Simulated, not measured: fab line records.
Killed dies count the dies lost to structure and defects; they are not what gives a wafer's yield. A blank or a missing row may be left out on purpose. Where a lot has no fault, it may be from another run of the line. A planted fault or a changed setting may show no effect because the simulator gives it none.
3 desks, one fault | flow n5 finfet | what lay behind the numbers comes last; until then each desk has only its own

## THE DEFECT DESK
Inspection counts along the route, by lot: the mean over sampled wafers that carry a number. A lot is out of limits, marked OUT, if its mean lies more than 4 standard deviations from the usual mean; the brackets give that distance.
Columns: A = raw defect count at N5_BEOL_M15_INSPECT_30, usual 2.2
lot  | first seen here | A
L501 | day 13 05:08    | 2.3
L507 | day 14 14:37    | 1.5
L521 | day 17 03:45    | 3.5
L520 | day 17 06:00    | 2.7
L522 | day 17 19:10    | 2.0
Result from this desk: across the 5 lots, nothing is out of limits.

## TOOL OWNER'S DESK, rie diel-02
The tool's own readings at N5_BEOL_M15_ETCH_38 (etches SiCN in CF4/N2, target depth 106.4 nm, time 120.5 s): means of the sampled wafers that have a number, for each lot that ran on this tool. A lot is out of limits, marked OUT, if its mean lies more than 4 standard deviations from the usual mean; the brackets give that distance.
Columns: A = drypump motor current A at N5_BEOL_M15_ETCH_38, usual 5.6 A; B = n2 flow sccm at N5_BEOL_M15_ETCH_38, usual 60.00 sccm; C = oes product au at N5_BEOL_M15_ETCH_38, usual 0.80 a.u.; D = rf vpp V at N5_BEOL_M15_ETCH_38, usual 382.6 V; E = showerhead plenum p Torr at N5_BEOL_M15_ETCH_38, usual 2.22 Torr; F = throttle valve pct at N5_BEOL_M15_ETCH_38, usual 15.38 %
lot  | first seen here | A   | B     | C    | D     | E    | F
L501 | day 13 11:11    | 5.6 | 60.20 | 0.89 | 382.7 | 2.22 | 15.19
L507 | day 14 15:51    | 5.7 | 59.95 | 0.81 | 381.0 | 2.20 | 15.23
Result from this desk: across the 2 lots, nothing is out of limits.

## METROLOGY DESK
Means of the sampled wafers that have a number, per lot and without regard to the tool the lot ran on: this is what the gauges read. A lot is out of limits, marked OUT, if its mean lies more than 4 standard deviations from the usual mean; the brackets give that distance.
Columns: A = cd nm at N5_BEOL_M15_CD_MEAS_28, usual 406.4 nm; B = M15_OVL at N5_BEOL_M15_OVL_MEAS_29, usual -5 nm
lot  | first seen here | A     | B
L501 | day 13 05:05    | 406.8 | -7
L507 | day 14 14:34    | 405.0 | -6
L521 | day 17 03:41    | 407.5 | -0
L520 | day 17 05:57    | 404.9 | -7
L522 | day 17 19:07    | 409.2 | -14
Result from this desk: across the 5 lots, nothing is out of limits.

## PUT TOGETHER
No out-of-limits result turned up at the defect desk.
Nothing out of limits was seen by the tool owner's desk.
At the metrology desk, nothing out of limits was observed.

## WHAT THE SIMULATOR HAD PUT IN
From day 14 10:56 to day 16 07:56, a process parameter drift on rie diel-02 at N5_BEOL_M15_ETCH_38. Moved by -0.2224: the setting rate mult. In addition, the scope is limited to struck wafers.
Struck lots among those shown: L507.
